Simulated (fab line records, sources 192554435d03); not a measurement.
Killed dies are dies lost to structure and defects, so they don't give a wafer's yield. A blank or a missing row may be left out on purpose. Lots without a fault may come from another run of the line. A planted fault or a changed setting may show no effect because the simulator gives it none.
Problem report in the 8D (eight disciplines) form, filled by code | flow n5_finfet | the parts of the form that need people (team, actions taken, sign-off) are left out

1. THE PROBLEM
plate_temp_C at N5_BEOL_M1_COAT_76 reads a mean of 217.22 C on 6 wafers of 2 lots; wafers without a fault read 205.00 C with a standard deviation of 0.17. That is +72 standard deviations from the usual mean.
The step: time 60 s, resist thk 5 nm.
First seen on wafer L553.3, day 7 02:14, on litho_track-03. The record holds 27 wafers of 9 lots with a number at this step. Rule for "out", or "out of limits": more than 4 standard deviations from the usual mean. The other wafers with a number count as sound.

2. WHAT IT IS AND WHAT IT IS NOT
question                    | is                                 | is not
which readings at this step | plate_temp_C, heater_power_total_W | exhaust_pa
which lots                  | L553, L554                         | L550, L552, L566, L568, L569, L570, L572
which wafers of those lots  | all that have a number             | -
read on which tools         | litho_track-03                     | litho_track-02
when                        | from day 7 02:14                   | up to then (6 sound wafers); but 15 sound wafers of L566, L568, L569, L570, L572 came after

3. SUSPECTS, AND WHAT RULES EACH OUT
Counting: a tool at a process step up to the reading stays a suspect if it ran every lot that is out and no sound lot after the first of them.
- rie_diel-02 at N5_BEOL_M1_STRIP_19 (strips in O2): ruled out as a lasting fault. Sound lots L566, L570 ran on it after its first lot that is out, L553 (day 7 02:08).
- litho_track-03 at N5_BEOL_M1_COAT_76 (time 60 s, resist thk 5 nm): ruled out as a lasting fault. Sound lots L566, L569, L570, L572 ran on it after its first lot that is out, L553 (day 7 02:14).
Left after counting: nothing in the record.

4. THE CAUSE (what the simulator had put in)
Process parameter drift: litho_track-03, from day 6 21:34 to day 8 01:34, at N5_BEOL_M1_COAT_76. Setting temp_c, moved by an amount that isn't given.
Counting ruled it out, wrongly.

5. THE CHAIN OF EFFECTS, in route order
Each row: a reading whose mean over the struck wafers that have a number lies more than 3 standard deviations from the usual. Only readings for which the record gives a usual standard deviation are gone through. hours: the time from each lot's start at the first step in this table that gives one to its start at this step, as a median over the lots. sigmas: the change in usual standard deviations.
hours | step               | reading              | usual    | on struck wafers | change | sigmas
0     | N5_BEOL_M1_COAT_76 | heater_power_total_W | 391.8 W  | 420.0            | +28.2  | +22
0     | N5_BEOL_M1_COAT_76 | plate_temp_C         | 205.00 C | 217.22           | +12.22 | +72
The process steps in it:
- N5_BEOL_M1_COAT_76: time 60 s, resist thk 5 nm.
Later measuring or inspecting steps at which every struck wafer that the step has a row for has a number for every such reading, and none has moved that far: N5_BEOL_M4_RC_MEAS_101.

6. WHAT WOULD HAVE CAUGHT IT SOONER
In this record the first reading out of limits was taken at day 7 02:14, 5 hours after the fault began at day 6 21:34.
